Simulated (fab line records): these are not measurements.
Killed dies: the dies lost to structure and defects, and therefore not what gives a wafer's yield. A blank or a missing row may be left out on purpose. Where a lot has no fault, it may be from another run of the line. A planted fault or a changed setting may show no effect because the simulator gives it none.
Comparing a struck lot with a sound one + flow n5Finfet + 37 out of 1938 route steps
Sound: the wafers L437.1, L437.3, L437.4. Wafers L452.2, L452.5, L452.6 were the ones struck. The cause comes at the end.
At each step with rows: each side's tool, then ch and its chambers, then its first start. Under that, the readings that differ: sound wafers + struck wafers + difference of the means + sigmas: that difference in standard deviations of wafers without a fault.
alike: same words and numbers on both sides, and readings whose means sit less than 2 such deviations apart. not compared: any withheld reading, any reading some wafer has no value for, any bound like >300 that may hide the same value, and any number with overlapping values for which the record gives no deviation.
The two part at a step that has a row with sigmas, a row that says differs or no value, or rows on one side only. Numbers that have no deviation but don't overlap get no sigmas and don't part them. A reading that every wafer of one side lacks parts them only if that side has two wafers or more.

first, 10 steps without rows for these wafers: N5_BEOL_M6_CURE_75 (cures SiCOH lowk, time 120 s); N5_BEOL_M6_DEGAS_44 (time 60 s); N5_BEOL_M6_PRE_CLEAN_45 (time 30 s); N5_BEOL_M6_ALD_77 (deposits TaN, target thk 2 nm, pulse time 2 s, purge time 3 s); N5_BEOL_M6_SURFACE_TREAT_79; N5_BEOL_M6_CVD_78 (deposits Co from CCTBA/H2, target thk 2 nm, time 142.3 s); N5_BEOL_M6_SPUTTER_48 (material Cu, target thk 10 nm, time 1.667 s); N5_BEOL_M6_ECD_50 (material Cu, target thk 300 nm); N5_BEOL_M6_ANNEAL_51 (time 90 s); N5_BEOL_M6_CMP_52 (polishes, stops on SiCOH lowk, t overpolish 6.9 s, target thk 80 nm).
N5_BEOL_M6_PRE_CLEAN_55: time 15 s.
  sound on pecvd-01 ch 0,1, day 9 10:52; struck on pecvd-01 ch 0,1, day 13 08:53
then, 1 step without rows for these wafers: N5_BEOL_M6_DEP_56 (deposits SiCN from 3MS/NH3, target thk 10 nm, time 17.5 s).
N5_BEOL_M6_INSPECT_58: inspects for defects (darkfield).
  sound: defectInspect-02 at day 9 11:01; struck: defectInspect-02 at day 13 09:00
| reading        | sound    | struck      | difference | sigmas |
|----------------|----------|-------------|------------|--------|
| rawDefectCount | 37 73 76 | 670 681 616 | +594       | +27    |
then, 12 steps without rows for these wafers: N5_BEOL_M7_ILD_DEP_00 (deposits SiCOH lowk from DEMS/porogen, target thk 179.75 nm, time 33.4 s); N5_BEOL_M7_CURE_74 (cures SiCOH lowk, time 240 s); N5_BEOL_M7_PECVD_70 (deposits SiO2 from TEOS/O2, target thk 20 nm, time 22.7 s); N5_BEOL_M7_HM_DEP_02 (deposits TiN, target thk 20 nm); N5_BEOL_M7_COAT_59 (time 60 s, resist thk 100 nm); N5_BEOL_M7_COAT_60 (time 60 s, resist thk 35 nm); N5_BEOL_M7_COAT_05 (resist thk 90 nm); N5_BEOL_M7_EBR_07; N5_BEOL_M7_SOFTBAKE_06 (time 60 s); N5_BEOL_M7_EXPOSE_08 (exposes mask M7); N5_BEOL_M7_PEB_09 (peb time 60 s); N5_BEOL_M7_DEVELOP_10 (develop time 30 s).
N5_BEOL_M7_INSPECT_13: inspects for defects (brightfield).
  sound: defectInspect-02 at day 9 13:29; struck: defectInspect-02 at day 13 12:09
| reading        | sound       | struck       | difference | sigmas |
|----------------|-------------|--------------|------------|--------|
| rawDefectCount | 373 360 385 | 1013 998 852 | +582       | +7     |
then, 9 steps without rows for these wafers: N5_BEOL_M7_DESCUM_16 (chemistry O2, time 7.9 s); N5_BEOL_M7_ETCH_61 (etches SiARC in CF4, target depth 45.5 nm, time 75.8 s); N5_BEOL_M7_ETCH_62 (etches SOC in N2/H2, target depth 110 nm, overetch 22 nm, time 165 s); N5_BEOL_M7_STRIP_68 (strips in N2/H2); N5_BEOL_M7_STRIP_67 (strips in CF4); N5_BEOL_M7_HM_OPEN_17 (chemistry Cl2/BCl3, target TiN, target depth 20 nm, overetch 6 nm); N5_BEOL_M7_STRIP_19 (strips in O2); N5_BEOL_M7_COAT_63 (time 60 s, resist thk 60 nm); N5_BEOL_M7_COAT_64 (time 60 s, resist thk 12 nm).
N5_BEOL_M7_INSPECT_30: inspects for defects (brightfield).
  sound: defectInspect-01 at day 9 15:42; struck: defectInspect-01 at day 13 15:35
| reading        | sound       | struck        | difference | sigmas |
|----------------|-------------|---------------|------------|--------|
| rawDefectCount | 400 380 393 | 1047 1005 858 | +579       | +7     |
-- here the record skips 3 days between the struck wafers' starts before and after, leaving off in module BEOL_M7 and picking up in module PASSIVATION (first step shown: number 1936 of the route) --
N5_PASSIVATION_PROBE_49:
  only the struck wafers here have rows in the record (prober-01, day 16 16:34); the sound ones have none

## WHERE THEY PART
First at N5_BEOL_M6_INSPECT_58; last, within this record, at N5_PASSIVATION_PROBE_49.

WHY: what had been put in by the simulator
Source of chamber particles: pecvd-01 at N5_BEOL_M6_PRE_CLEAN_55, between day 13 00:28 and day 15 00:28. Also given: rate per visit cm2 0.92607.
